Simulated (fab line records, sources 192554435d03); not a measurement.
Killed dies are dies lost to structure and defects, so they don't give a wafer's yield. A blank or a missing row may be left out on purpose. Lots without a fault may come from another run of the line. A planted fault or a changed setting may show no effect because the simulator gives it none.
Split-lot experiment | flow n5_finfet | 7 lots, 39 wafers read, on a route of 1938 steps

THE SPLIT
At N5_FIN_SAQP_HM_DEP_72 (deposits SiO2 from SiH4/N2O, target thk 12 nm, time 7.2 s), the setting target_thk_a was moved away from the recipe's 120 angstrom on 15 of the 39 wafers read, by -13.8% to +11.8%. The other wafers ran this setting at the recipe's value.

FROM THE SPLIT TO THE READING: what the file shows between them, 4 steps
- N5_FIN_SAQP_COAT_49: time 60 s, resist thk 100 nm
- N5_FIN_SAQP_COAT_50: time 60 s, resist thk 35 nm
- N5_FIN_SAQP_ETCH_52: etches SOC in N2/H2, target depth 100 nm, overetch 20 nm, time 150 s
- N5_FIN_SAQP_STRIP_53: strips in N2/H2

THE READING
etch.depth_nm (the simulator's own value, which no gauge read), in nm, at N5_FIN_SAQP_HM_OPEN_73 (chemistry CHF3/O2, target SiO2, stops on a-Si, target depth 12 nm, time 16.8 s). The file gives no usual value for it. The 24 wafers here that ran the recipe average 11.88 nm, standard deviation 0.16 nm.

wafer  | tool, chamber at the split | target_thk_a as run, angstrom | against the recipe | etch.depth_nm, nm | against lot-mates on the recipe
L076.1 | pecvd-04, 1                | 134.2                         | +11.8%             | 13.22             | +1.29
L076.2 | pecvd-04, 0                | 120                           | recipe             | 11.76             | -
L076.3 | pecvd-04, 2                | 134.2                         | +11.8%             | 13.09             | +1.16
L076.4 | pecvd-04, 1                | 134.2                         | +11.8%             | 13.3              | +1.37
L076.5 | pecvd-04, 2                | 120                           | recipe             | 11.91             | -
L076.6 | pecvd-04, 0                | 120                           | recipe             | 12.13             | -
L079.1 | pecvd-03, 0                | 120                           | recipe             | 11.78             | -
L079.2 | pecvd-03, 2                | 120                           | recipe             | 12.03             | -
L079.3 | pecvd-03, 1                | 120                           | recipe             | 11.77             | -
L079.4 | pecvd-03, 2                | 120                           | recipe             | 11.96             | -
L079.5 | pecvd-03, 0                | 120                           | recipe             | 11.75             | -
L079.6 | pecvd-03, 1                | 120                           | recipe             | 11.95             | -
L081.1 | pecvd-03, 2                | 103.4                         | -13.8%             | 10.26             | -1.52
L081.2 | pecvd-03, 0                | 120                           | recipe             | 11.66             | -
L081.3 | pecvd-03, 1                | 103.4                         | -13.8%             | 10.24             | -1.54
L081.4 | pecvd-03, 0                | 103.4                         | -13.8%             | 10.15             | -1.63
L081.5 | pecvd-03, 2                | 120                           | recipe             | 11.92             | -
L081.6 | pecvd-03, 1                | 120                           | recipe             | 11.76             | -
L086.1 | pecvd-04, 1                | 120                           | recipe             | 11.84             | -
L086.2 | pecvd-04, 0                | 120                           | recipe             | 11.97             | -
L086.3 | pecvd-04, 2                | 120                           | recipe             | 11.82             | -
L086.4 | pecvd-04, 0                | 134.1                         | +11.7%             | 13.52             | +1.64
L086.5 | pecvd-04, 2                | 134.1                         | +11.7%             | 13.54             | +1.66
L086.6 | pecvd-04, 1                | 134.1                         | +11.7%             | 13.27             | +1.39
L088.3 | pecvd-03, 1                | 120                           | recipe             | 11.83             | -
L088.4 | pecvd-03, 1                | 120                           | recipe             | 12.13             | -
L088.6 | pecvd-03, 2                | 120                           | recipe             | 12.15             | -
L091.1 | pecvd-04, 0                | 120                           | recipe             | 11.72             | -
L091.2 | pecvd-04, 2                | 132.5                         | +10.4%             | 13.12             | +1.29
L091.3 | pecvd-04, 1                | 132.5                         | +10.4%             | 12.75             | +0.92
L091.4 | pecvd-04, 1                | 120                           | recipe             | 11.75             | -
L091.5 | pecvd-04, 0                | 120                           | recipe             | 12.02             | -
L091.6 | pecvd-04, 2                | 132.5                         | +10.4%             | 12.99             | +1.16
L096.1 | pecvd-03, 1                | 112.7                         | -6.1%              | 11.36             | -0.47
L096.2 | pecvd-03, 0                | 120                           | recipe             | 11.5              | -
L096.3 | pecvd-03, 2                | 112.7                         | -6.1%              | 11.19             | -0.64
L096.4 | pecvd-03, 0                | 120                           | recipe             | 11.87             | -
L096.5 | pecvd-03, 1                | 112.7                         | -6.1%              | 11.44             | -0.39
L096.6 | pecvd-03, 2                | 120                           | recipe             | 12.11             | -

THE FIT
A straight line over all 39 wafers: etch.depth_nm changes by +0.116 nm for each +1% of target_thk_a; r = +0.98; the points scatter about the line by 0.17 nm.
The same after taking each lot's own level away (the mean of its wafers on the recipe; 39 wafers): +0.113 nm for each +1%; r = +0.98; scatter 0.16 nm.
On that fit, the largest move of target_thk_a shifts the reading by 1.6 nm.
The lots' own levels span 11.780 to 12.037 nm, that is 1.6 times the standard deviation above.
So the lot-to-lot level changes the slope little: the two slopes agree.
Check: with one of the wafers moved furthest among these (-13.8%) left out of the fit, the line predicts -1.54 nm for it against its lot-mates. It came out at -1.52 nm against them.

THE WHOLE CHAIN: every reading that the file lists as answering this split, in the file's order
step                   | what it does                                                                   | reading                                                                            | change (the file's fit)               | r (the file's)
N5_FIN_SAQP_HM_DEP_72  | deposits SiO2 from SiH4/N2O, target thk 12 nm, time 7.2 s                      | SiO2_of_FIN_SAQP_HM_DEP_72.thk_nm (the simulator's own value, which no gauge read) | +0.113 nm for each +1% of the setting | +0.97
N5_FIN_SAQP_HM_OPEN_73 | chemistry CHF3/O2, target SiO2, stops on a-Si, target depth 12 nm, time 16.8 s | etch.depth_nm (the simulator's own value, which no gauge read)                     | +0.113 nm for each +1% of the setting | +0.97

THE FILE'S OWN FIT
etch.depth_nm changes by +0.113 nm for each +1% of target_thk_a, r = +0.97.
